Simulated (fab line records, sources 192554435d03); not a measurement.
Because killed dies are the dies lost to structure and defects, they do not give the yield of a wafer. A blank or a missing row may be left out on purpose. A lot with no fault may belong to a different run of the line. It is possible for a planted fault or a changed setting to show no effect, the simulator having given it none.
Matching of chambers / flow n5Finfet / 4 sister chambers for N5_BEOL_M10_DESCUM_16 on rieDiel-05
The step chemistry O2, time 7.9 s. 8 wafers are shown with their chamber, then 8 later ones without.

== WAFERS PAIRED WITH THEIR CHAMBERS ==
wafer=L079.1; chamber=3; showerheadPlenumPTorr (Torr)=2.14; throttleValvePct (%)=20.42
wafer=L079.4; chamber=1; showerheadPlenumPTorr (Torr)=2.03; throttleValvePct (%)=20.28
wafer=L087.4; chamber=1; showerheadPlenumPTorr (Torr)=2.03; throttleValvePct (%)=20.30
wafer=L087.5; chamber=0; showerheadPlenumPTorr (Torr)=1.93; throttleValvePct (%)=20.89
wafer=L092.2; chamber=2; showerheadPlenumPTorr (Torr)=2.20; throttleValvePct (%)=20.52
wafer=L092.3; chamber=0; showerheadPlenumPTorr (Torr)=1.92; throttleValvePct (%)=20.89
wafer=L092.5; chamber=2; showerheadPlenumPTorr (Torr)=2.20; throttleValvePct (%)=20.51
wafer=L094.3; chamber=3; showerheadPlenumPTorr (Torr)=2.13; throttleValvePct (%)=20.48

== WAFERS WITHOUT THEIR CHAMBER ==
wafer=L094.4; showerheadPlenumPTorr (Torr)=2.20; throttleValvePct (%)=20.53
wafer=L094.5; showerheadPlenumPTorr (Torr)=2.20; throttleValvePct (%)=20.55
wafer=L096.1; showerheadPlenumPTorr (Torr)=2.13; throttleValvePct (%)=20.46
wafer=L096.3; showerheadPlenumPTorr (Torr)=2.20; throttleValvePct (%)=20.54
wafer=L096.4; showerheadPlenumPTorr (Torr)=2.02; throttleValvePct (%)=20.33
wafer=L097.1; showerheadPlenumPTorr (Torr)=2.20; throttleValvePct (%)=20.53
wafer=L097.3; showerheadPlenumPTorr (Torr)=2.12; throttleValvePct (%)=20.49
wafer=L097.6; showerheadPlenumPTorr (Torr)=1.92; throttleValvePct (%)=20.93

== CHAMBER TAKEN BY EACH ==
wafer=L094.4; from the rows above=2; in truth=2
wafer=L094.5; from the rows above=2; in truth=2
wafer=L096.1; from the rows above=3; in truth=3
wafer=L096.3; from the rows above=2; in truth=2
wafer=L096.4; from the rows above=1; in truth=1
wafer=L097.1; from the rows above=2; in truth=2
wafer=L097.3; from the rows above=3; in truth=3
wafer=L097.6; from the rows above=0; in truth=0
Correctly placed: 8 of 8. Left unplaced by these rows: 0. 0 placed wrongly.
How it was worked out, from the rows above alone: a wafer's distance from a chamber is the root of the sum, over the readings, of the square of ((its reading less the chamber's mean) divided by the reading's scatter). If the next closest chamber is less than 2 further off than the closest, the wafer can't be placed; otherwise it belongs to the closest. Each chamber's mean is taken over the wafers shown for it. How the scatter is found: for the shown wafers, subtract from each reading the mean of its chamber, square and add these, divide the total by (wafers less chambers), then take the root.
